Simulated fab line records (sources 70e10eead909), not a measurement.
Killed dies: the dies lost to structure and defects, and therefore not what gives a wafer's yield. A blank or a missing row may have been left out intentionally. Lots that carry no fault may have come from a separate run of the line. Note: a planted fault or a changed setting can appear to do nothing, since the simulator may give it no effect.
Chamber matching | flow nand-harc | 4 sister chambers for NHARC_P_ZERO_WELL_DESCUM_39 on rie-diel-12
The step chemistry O2, time 3 s. 4 wafers are shown with their chamber, then 7 later ones without.

WAFERS WITH THEIR CHAMBER
wafer  | chamber | drypump-motor-current-A (A)
L088.1 | 1       | 6.1
L088.3 | 0       | 6.7
L088.2 | 2       | 5.8
L088.5 | 3       | 5.4

WAFERS WHOSE CHAMBER IS MISSING
wafer  | drypump-motor-current-A (A)
L088.6 | 6.7
L090.1 | 6.7
L090.3 | 6.1
L090.4 | 5.8
L094.1 | 6.8
L094.4 | 5.4
L094.5 | 6.1

EACH ONE'S CHAMBER
wafer  | from the rows above | in truth
L088.6 | 0                   | 0
L090.1 | 0                   | 0
L090.3 | 1                   | 1
L090.4 | 2                   | 2
L094.1 | 0                   | 0
L094.4 | 3                   | 3
L094.5 | 1                   | 1
Placed correctly: 7 of 7. From these rows, 0 cannot be placed. Wrongly placed: 0.
How it was worked out, from the rows above alone: a wafer's distance from a chamber is the root of the sum, over the readings, of the square of ((its reading less the chamber's mean) divided by the reading's scatter). If the next closest chamber is less than 2 further off than the closest, the wafer can't be placed; otherwise it belongs to the closest. Each chamber's mean is taken over the wafers shown for it. The scatter (one wafer shown for each chamber): square how far every hidden wafer sits from the nearest shown wafer, average those squares and take the square root.
